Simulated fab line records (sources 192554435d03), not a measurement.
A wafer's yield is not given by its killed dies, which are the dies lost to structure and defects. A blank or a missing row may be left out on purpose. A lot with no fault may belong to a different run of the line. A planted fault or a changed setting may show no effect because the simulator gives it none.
Chamber matching || flow n5 finfet || N5_BEOL_M2_CO_CAP_55 on cvd co-02 has 3 sister chambers
The step material Co, precursor CCTBA/H2, target thk 2 nm, time 102.1 s. 3 wafers are shown with their chamber, then 7 later ones without.

WAFERS PAIRED WITH THEIR CHAMBERS
{"wafer": "L997.4", "chamber": 0, "heater power w (W)": 260}
{"wafer": "L103.1", "chamber": 2, "heater power w (W)": 275}
{"wafer": "L103.2", "chamber": 1, "heater power w (W)": 222}

WAFERS MISSING THEIR CHAMBER
{"wafer": "L103.3", "heater power w (W)": 278}
{"wafer": "L109.4", "heater power w (W)": 276}
{"wafer": "L109.5", "heater power w (W)": 226}
{"wafer": "L109.6", "heater power w (W)": 270}
{"wafer": "L996.1", "heater power w (W)": 230}
{"wafer": "L996.3", "heater power w (W)": 274}
{"wafer": "L996.6", "heater power w (W)": 278}

WHICH CHAMBER EACH ONE RAN IN
{"wafer": "L103.3", "from the rows above": 2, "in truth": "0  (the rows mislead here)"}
{"wafer": "L109.4", "from the rows above": 2, "in truth": 2}
{"wafer": "L109.5", "from the rows above": 1, "in truth": 1}
{"wafer": "L109.6", "from the rows above": "can't be placed: 2 or 0", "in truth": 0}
{"wafer": "L996.1", "from the rows above": 1, "in truth": 1}
{"wafer": "L996.3", "from the rows above": 2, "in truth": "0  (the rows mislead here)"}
{"wafer": "L996.6", "from the rows above": 2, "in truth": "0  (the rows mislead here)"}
Placed correctly: 3 of 7. These rows do not allow placing 1 (true chamber among the candidates in 1). 3 placed wrongly.
How it was worked out, from the rows above alone: a wafer's distance from a chamber is the root of the sum, over the readings, of the square of ((its reading less the chamber's mean) divided by the reading's scatter). If the next closest chamber is less than 2 further off than the closest, the wafer can't be placed; otherwise it belongs to the closest. The mean given for a chamber averages the wafers shown for that chamber. The scatter: root of mean squared gap, hidden wafer to nearest shown wafer, with one shown wafer a chamber.
